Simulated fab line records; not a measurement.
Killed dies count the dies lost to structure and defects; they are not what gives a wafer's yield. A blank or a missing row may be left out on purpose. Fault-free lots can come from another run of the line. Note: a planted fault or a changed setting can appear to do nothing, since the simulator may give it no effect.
fab line records ; flow nand_harc
[record] lots = 5; wafers = 14; last_day = 33
route steps=1302 shown P_M2@324
lots that met no fault: taken from a fault-free run of the same line
start_h: the number of hours between the record's first day and the start of the first shown wafer of the lot ; wait_h: hours from the lot's prior step to this one ; " as in the row above ; L1.1+2: several wafers, shown together as one row ; - no value, or no start given ; * or withheld: withheld ; < > ~ a bound
route shown NAME@n: NAME is a module with steps in the file, n the number in the route of the first one ; usual: mean/standard deviation of fault-free wafers ; same: alike in all rows ; chamber/n: place in a boat ; sites: each site's reading ; _std_site: the values' standard deviation ; _edge_site: outer sites' mean less inner sites' ; radius_mm: for every site, how far away it sits from the centre of the wafer ; mask NAME#n: copy n ; behind: the most recent tool/chamber to have shaped the wafer ; hold: why the lot went on hold/how many hours it stayed there/how the hold came to an end ; device: names the non-switching transistor (n, p or np) ; end of line: at the end of the route, the tests of the same wafers ; a step given without rows: its recipe and nothing more ; killed: at the first sort, the dies lost to defects and structure; wafer yield is something else ; map: a wafer's dies, x killed, . not, _ none there
set.NAME: the run value of the setting; set.NAME@STEP: its run value at that earlier step ; model.NAME: the simulator's own value behind a step, which no gauge read
lots seen at some steps along the route; tables by step, rows by wafer
services: from which hour (start_h, from the record's first day; less than 0 if before it) a tool's chamber was out of use, for how many hours, and why
[[steps]]
[step NHARC_P_M2_EBR_05]
[step NHARC_P_M2_EXPOSE_06]
[recipe] na = 1.35; target_cd_nm = 170; dose_mj = 80.78; mask_id = P_M2
[step NHARC_P_M2_PEB_07]
[recipe] peb_temp_c = 100; peb_time_s = 65
[step NHARC_P_M2_DEVELOP_08]
[recipe] develop_time_s = 35; dev_temp_c = 23
[step NHARC_P_M2_CD_MEAS_09]
[recipe] target_cd_nm = 170; landing_energy_ev = 500
[usual] cd_nm = 170.0/0.88
lot.wafer;tool;chamber;start_h;wait_h;cd_nm
L403.1;cd_sem-01;0;179.53;-;170.6
L403.4;cd_sem-01;0;179.53;-;169.9
L403.5;cd_sem-01;0;179.53;-;170.7
L408.3;cd_sem-01;0;236.41;-;170.1
L408.4;cd_sem-01;0;236.41;-;170.1
L408.5;cd_sem-01;0;236.41;-;169.2
L415.3;cd_sem-03;0;299.06;-;170.9
L415.6;cd_sem-03;0;299.06;-;171.1
L420.1;cd_sem-01;0;355.21;-;170.6
L420.2;cd_sem-01;0;355.21;-;170.0
L420.3;cd_sem-01;0;355.21;-;169.9
L421.1;cd_sem-01;0;363.87;-;170.1
L421.2;cd_sem-01;0;363.87;-;168.5
L421.6;cd_sem-01;0;363.87;-;168.0
[step NHARC_P_M2_OVL_MEAS_10]
[recipe] pitch_nm = 340
[usual] overlay_x_nm = -0.2/0.91; overlay_y_nm = -0.1/0.76
lot.wafer;tool;chamber;start_h;wait_h;overlay_x_nm;overlay_y_nm
L403.1;overlay-01;-;179.62;-;1.3;-0.5
L403.4;overlay-01;-;179.62;-;1.2;0.0
L403.5;overlay-01;-;179.62;-;1.2;0.6
L408.3;overlay-02;-;236.50;-;0.0;-0.5
L408.4;overlay-02;-;236.50;-;-0.3;0.4
L408.5;overlay-02;-;236.50;-;0.1;-0.2
L415.3;overlay-01;-;299.14;-;-0.5;-0.1
L415.6;overlay-01;-;299.14;-;0.2;-0.5
L420.1;overlay-01;-;355.29;-;-0.1;0.0
L420.2;overlay-01;-;355.29;-;-0.6;-0.9
L420.3;overlay-01;-;355.29;-;-0.5;-0.7
L421.1;overlay-02;-;363.96;-;-0.3;0.1
L421.2;overlay-02;-;363.96;-;-0.2;0.0
L421.6;overlay-02;-;363.96;-;-0.2;0.1
[step NHARC_P_M2_INSPECT_11]
[usual] raw_defect_count = 5/3.2
lot.wafer;tool;chamber;start_h;wait_h;raw_defect_count
L403.1;defect_inspect-01;-;179.66;0.0;5
L403.4;defect_inspect-01;-;179.66;0.0;5
L403.5;defect_inspect-01;-;179.66;0.0;4
L408.3;defect_inspect-02;-;236.53;0.0;7
L408.4;defect_inspect-02;-;236.53;0.0;5
L408.5;defect_inspect-02;-;236.53;0.0;0
L415.3;defect_inspect-01;-;299.18;0.0;4
L415.6;defect_inspect-01;-;299.18;0.0;5
L420.1;defect_inspect-01;-;355.33;0.0;1
L420.2;defect_inspect-01;-;355.33;0.0;5
L420.3;defect_inspect-01;-;355.33;0.0;7
L421.1;defect_inspect-02;-;363.99;0.0;4
L421.2;defect_inspect-02;-;363.99;0.0;11
L421.6;defect_inspect-02;-;363.99;0.0;6
[step NHARC_P_M2_DESCUM_14]
[recipe] time_s = 3; o2_flow_sccm = 200; ar_flow_sccm = 0; bias_power_w = 0; chemistry = O2
[usual] drypump_motor_current_A = 5.7/0.37; oes_product_au = 0.996/0.014; rf_vpp_V = 57.9/0.86; showerhead_plenum_p_Torr = 1.93/0.08; throttle_valve_pct = 11.310/0.0098
lot.wafer;tool;chamber;start_h;wait_h;drypump_motor_current_A;oes_product_au;rf_hours_counter_h;rf_vpp_V;showerhead_plenum_p_Torr;throttle_valve_pct
L403.1;rie_diel-10;0;179.74;0.1;5.6;1.011;1.6;58.4;2.06;11.307
L403.5;rie_diel-10;1;179.74;0.1;6.7;0.987;-;57.8;2.01;11.297
L403.4;rie_diel-10;0;179.74;0.1;5.6;1.004;-;58.1;2.06;11.293
L408.4;rie_diel-03;3;236.60;0.1;5.3;0.962;6.4;58.0;1.86;11.300
L408.3;rie_diel-03;1;236.60;0.1;5.7;1.011;6.1;57.2;1.90;11.295
L408.5;rie_diel-03;3;236.60;0.1;5.4;0.980;-;57.5;1.86;11.316
L415.3;rie_diel-05;3;299.24;0.1;6.3;0.997;2.3;56.5;1.88;11.324
L415.6;rie_diel-05;0;299.24;0.1;5.3;1.014;-;58.8;1.80;11.323
L420.3;rie_diel-03;2;355.39;0.1;5.7;0.998;2.6;57.7;1.86;11.313
L420.1;rie_diel-03;3;355.39;0.1;5.4;0.978;2.0;57.7;1.85;11.339
L420.2;rie_diel-03;0;355.39;0.1;5.3;1.007;1.9;59.4;2.05;11.303
L421.1;rie_diel-03;1;364.05;0.1;5.7;0.983;3.8;56.5;1.90;11.308
L421.2;rie_diel-03;3;364.05;0.1;5.4;0.978;2.4;57.1;1.85;11.302
L421.6;rie_diel-03;2;364.05;0.1;5.7;0.990;-;56.2;1.86;11.317
[step NHARC_P_M2_ETCH_35]
[recipe] target_depth_a = 400; overetch_a = 120; time_s = 43.94; ion_energy_ev = 200; n2_flow_sccm = 150; h2_flow_sccm = 150; ar_flow_sccm = 0; rf_w = 400; bias_w = 150; chemistry = N2/H2
[usual] bias_w = 150.0/0.42; drypump_motor_current_A = 5.7/0.39; oes_product_au = 0.997/0.014; rf_fwd_power_W = 395.3/1.9; rf_vpp_V = 431.0/2.5; showerhead_plenum_p_Torr = 2.06/0.089; throttle_valve_pct = 14.171/0.0088
lot.wafer;tool;chamber;start_h;wait_h;bias_w;drypump_motor_current_A;oes_product_au;rf_fwd_power_W;rf_hours_counter_h;rf_vpp_V;showerhead_plenum_p_Torr;throttle_valve_pct
L403.1;rie_diel-10;1;179.83;0.1;149.8;6.7;0.989;393.6;6.4;433.9;2.15;14.169
L403.5;rie_diel-10;3;179.83;0.1;149.9;5.6;1.017;394.1;-;432.2;2.07;14.152
L403.4;rie_diel-10;0;179.83;0.1;150.5;5.5;1.009;397.4;-;434.3;2.20;14.173
L408.4;rie_diel-03;0;236.68;0.1;150.1;5.4;0.986;393.2;6.4;434.9;2.19;14.159
L408.3;rie_diel-03;1;236.68;0.1;150.2;5.7;1.016;396.6;6.1;431.7;2.03;14.168
L408.5;rie_diel-03;0;236.68;0.1;150.2;5.4;0.989;397.0;-;435.5;2.19;14.167
L415.3;rie_diel-05;2;299.34;0.1;150.7;5.7;0.991;397.5;3.5;432.3;2.11;14.179
L415.6;rie_diel-05;3;299.34;0.1;149.6;6.3;1.000;395.1;-;428.8;2.00;14.173
L420.1;rie_diel-03;3;355.48;0.1;150.3;5.3;0.997;396.7;2.0;430.1;1.97;14.178
L420.3;rie_diel-03;0;355.48;0.1;149.6;5.4;1.009;395.6;1.9;436.1;2.18;14.173
L420.2;rie_diel-03;1;355.48;0.1;149.5;5.7;1.009;396.3;3.5;429.2;2.02;14.173
L421.2;rie_diel-03;3;364.15;0.1;150.1;5.4;0.979;396.8;2.4;429.3;1.97;14.172
L421.1;rie_diel-03;0;364.15;0.1;149.7;5.4;0.987;396.1;2.3;433.7;2.18;14.174
L421.6;rie_diel-03;3;364.15;0.1;149.5;5.4;0.985;396.5;-;428.3;1.97;14.169
[step NHARC_P_M2_ETCH_15]
[recipe] target_depth_a = 1825; time_s = 91.2; c4f8_flow_sccm = withheld; ar_flow_sccm = 400; rf_w = 600; bias_w = 300; chemistry = C4F8/Ar
[usual] bias_w = 300.0/0.89; oes_product_au = 0.938/0.024; rf_fwd_power_W = 595.9/2.3; rf_vpp_V = 441.2/2.5
lot.wafer;tool;chamber;start_h;wait_h;bias_w;oes_product_au;rf_fwd_power_W;rf_hours_counter_h;rf_vpp_V
L403.1;rie_diel-10;0;-;-;298.9;0.961;596.1;1.7;445.5
L403.4;rie_diel-10;0;-;-;298.4;0.953;596.7;-;445.2
L403.5;rie_diel-10;1;-;-;300.0;0.950;597.5;-;444.3
L408.3;rie_diel-03;1;-;-;301.0;0.932;602.0;6.1;441.4
L408.4;rie_diel-03;2;-;-;300.8;0.925;589.8;5.3;440.4
L408.5;rie_diel-03;0;-;-;300.2;0.910;596.7;-;444.8
L415.3;rie_diel-05;2;-;-;300.5;0.930;595.7;3.6;443.3
L415.6;rie_diel-05;0;-;-;299.9;0.945;598.2;-;437.8
L420.1;rie_diel-03;2;-;-;300.9;0.955;594.1;2.6;439.5
L420.3;rie_diel-03;0;-;-;299.6;0.970;597.0;1.9;444.7
L420.2;rie_diel-03;1;-;-;300.1;0.966;597.0;3.5;440.1
L421.1;rie_diel-03;2;-;-;300.3;0.933;590.9;2.9;439.5
L421.2;rie_diel-03;0;-;-;299.1;0.919;594.0;2.3;444.0
L421.6;rie_diel-03;2;-;-;300.5;0.925;592.5;-;438.6
[step NHARC_P_M2_CD_MEAS_16]
[usual] cd_nm = 170.2/1.1
lot.wafer;tool;chamber;start_h;wait_h;cd_nm
L403.1;cd_sem-03;-;180.07;-;170.4
L403.4;cd_sem-03;-;180.07;-;169.5
L403.5;cd_sem-03;-;180.07;-;169.7
L408.3;cd_sem-03;-;236.90;-;171.0
L408.4;cd_sem-03;-;236.90;-;169.2
L408.5;cd_sem-03;-;236.90;-;168.2
L415.3;cd_sem-02;-;299.55;-;172.2
L415.6;cd_sem-02;-;299.55;-;170.6
L420.1;cd_sem-03;-;355.70;-;168.7
L420.2;cd_sem-03;-;355.70;-;170.2
L420.3;cd_sem-03;-;355.70;-;170.7
L421.1;cd_sem-03;-;364.36;-;169.9
L421.2;cd_sem-03;-;364.36;-;166.4
L421.6;cd_sem-03;-;364.36;-;167.3
[step NHARC_P_M2_STRIP_18]
[recipe] power_w = 1000; n2_flow_sccm = 150; h2_flow_sccm = 150; ar_flow_sccm = 0; bias_w = 0; chemistry = N2/H2
[usual] drypump_motor_current_A = 5.8/0.41; oes_product_au = 0.996/0.015; rf_fwd_power_W = 997/3.2; rf_vpp_V = 90.7/0.91; showerhead_plenum_p_Torr = 2.05/0.084; throttle_valve_pct = 14.171/0.0084
[same] bias_w = 0
lot.wafer;tool;chamber;start_h;wait_h;drypump_motor_current_A;oes_product_au;rf_fwd_power_W;rf_hours_counter_h;rf_vpp_V;showerhead_plenum_p_Torr;throttle_valve_pct
L403.1;rie_diel-03;1;180.21;0.1;5.7;1.014;995;3;90.5;2.03;14.180
L403.5;rie_diel-03;3;180.21;0.1;5.4;0.985;999;-;90.0;1.98;14.168
L403.4;rie_diel-03;1;180.21;0.1;5.7;1.013;995;-;90.8;2.03;14.167
L408.3;rie_diel-10;3;237.02;0.1;5.6;1.010;997;11;90.2;2.07;14.163
L408.4;rie_diel-10;0;237.02;0.1;5.5;1.004;998;4;92.3;2.20;14.171
L408.5;rie_diel-10;2;237.02;0.1;5.6;1.013;995;-;91.7;2.18;14.163
L415.3;rie_diel-03;1;299.62;0.1;5.7;0.993;995;1;89.4;2.02;14.189
L415.6;rie_diel-03;1;299.62;0.1;5.7;0.987;993;-;91.0;2.02;14.164
L420.2;rie_diel-05;3;355.77;0.1;6.3;0.988;995;6;91.1;2.00;14.180
L420.1;rie_diel-05;1;355.77;0.1;6.3;0.984;997;6;90.6;2.06;14.159
L420.3;rie_diel-05;2;355.77;0.1;5.8;0.993;995;6;89.4;2.11;14.163
L421.2;rie_diel-05;3;364.43;0.1;6.3;0.993;1003;6;91.3;2.00;14.171
L421.1;rie_diel-05;1;364.43;0.1;6.3;0.968;997;7;91.4;2.06;14.176
L421.6;rie_diel-05;3;364.43;0.1;6.3;0.985;998;-;89.8;2.00;14.172
[step NHARC_P_M2_ETCH_28]
[recipe] target_depth_a = 300; over_etch_frac = 0.3; time_s = 72.99; ion_energy_ev = 150; cf4_flow_sccm = 50; n2_flow_sccm = 100; ar_flow_sccm = 150; rf_w = 300; bias_w = 100; chemistry = CF4/N2
[usual] bias_w = 100.04/0.27; drypump_motor_current_A = 5.8/0.42; oes_product_au = 0.996/0.014; rf_fwd_power_W = 297.5/1.1; rf_vpp_V = 314.4/1.9; showerhead_plenum_p_Torr = 2.64/0.1; throttle_valve_pct = 19.794/0.0086
lot.wafer;tool;chamber;start_h;wait_h;bias_w;drypump_motor_current_A;oes_product_au;rf_fwd_power_W;rf_hours_counter_h;rf_vpp_V;showerhead_plenum_p_Torr;throttle_valve_pct
L403.1;rie_diel-03;3;180.44;-;99.88;5.4;0.984;299.3;3;312.3;2.55;19.801
L403.5;rie_diel-03;3;180.44;-;99.76;5.4;0.989;299.3;-;313.4;2.55;19.800
L403.4;rie_diel-03;0;180.44;-;100.14;5.4;0.997;297.4;-;316.6;2.80;19.797
L408.4;rie_diel-10;0;237.23;-;100.22;5.5;1.009;297.5;4;318.0;2.81;19.798
L408.3;rie_diel-10;1;237.23;-;99.98;6.6;0.991;296.9;10;316.3;2.75;19.820
L408.5;rie_diel-10;2;237.23;-;100.08;5.6;1.009;297.3;-;317.2;2.79;19.786
L415.3;rie_diel-03;0;299.88;-;99.88;5.4;1.006;296.9;1;318.4;2.80;19.778
L415.6;rie_diel-03;1;299.88;-;100.28;5.7;0.865;297.7;-;314.4;2.61;19.797
L420.3;rie_diel-05;3;356.01;-;100.64;6.3;0.998;298.5;6;314.5;2.58;19.788
L420.2;rie_diel-05;0;356.01;-;99.94;5.3;1.012;298.7;7;310.9;2.48;19.807
L420.1;rie_diel-05;1;356.01;-;100.11;6.3;0.983;297.6;6;314.2;2.65;19.797
L421.2;rie_diel-05;1;364.67;-;100.16;6.3;0.945;296.3;7;314.8;2.65;19.793
L421.1;rie_diel-05;0;364.67;-;100.08;5.2;0.999;297.2;8;312.0;2.47;19.796
L421.6;rie_diel-05;2;364.67;-;99.68;5.7;0.980;296.3;-;314.4;2.71;19.789
[step NHARC_P_M2_STRIP_19]
[recipe] time_s = 600; temp_c = 30; chemistry = post_etch_residue_remover
[[services]]
tool;chamber;start_h;hours;kind
rie_diel-03;0;162.30;-;clean
rie_diel-03;1;162.30;-;clean
rie_diel-03;2;162.30;-;clean
rie_diel-03;3;162.30;-;clean
rie_diel-03;2;167.34;13.6;repair
rie_diel-10;2;177.62;28.1;repair
rie_diel-03;0;186.80;-;clean
rie_diel-03;1;186.80;-;clean
rie_diel-03;2;186.80;-;clean
rie_diel-03;3;186.80;-;clean
rie_diel-10;0;196.70;20.4;repair
rie_diel-03;0;211.30;-;clean
rie_diel-03;1;211.30;-;clean
rie_diel-03;2;211.30;-;clean
rie_diel-10;1;225.52;8.5;repair
rie_diel-03;3;227.46;2.8;repair
rie_diel-05;-;229.60;9.0;pm
rie_diel-10;-;242.50;9.0;pm
rie_diel-05;3;260.27;7.1;repair
rie_diel-10;0;274.55;6.6;repair
rie_diel-03;-;281.30;9.0;pm
rie_diel-03;0;333.20;14.6;repair
rie_diel-10;-;340.96;2.3;repair
rie_diel-03;3;342.95;8.9;repair
[[key]]
[first_sign] step = NHARC_P_M2_ETCH_28; reading = oes_product_au; direction = down; sigmas = 9.3; usual = 0.996; struck = 0.865
effect none on later readings
met_at NHARC_P_M2_ETCH_28
struck_wafers L415.6
sort_left_out L415.6
onset_between 180.44 299.88
[fault] kind = process_parameter_drift; tool = rie_diel-03; chamber = -; onset_h = 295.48; steps = NHARC_P_M2_ETCH_28; channel = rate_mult; offset = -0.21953; shape = step; end_h = 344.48; scope = struck_wafers_only
// sort_left_out: the simulated sort isn't trusted on such a fault, so these wafers' sort isn't shown, and their yield isn't known
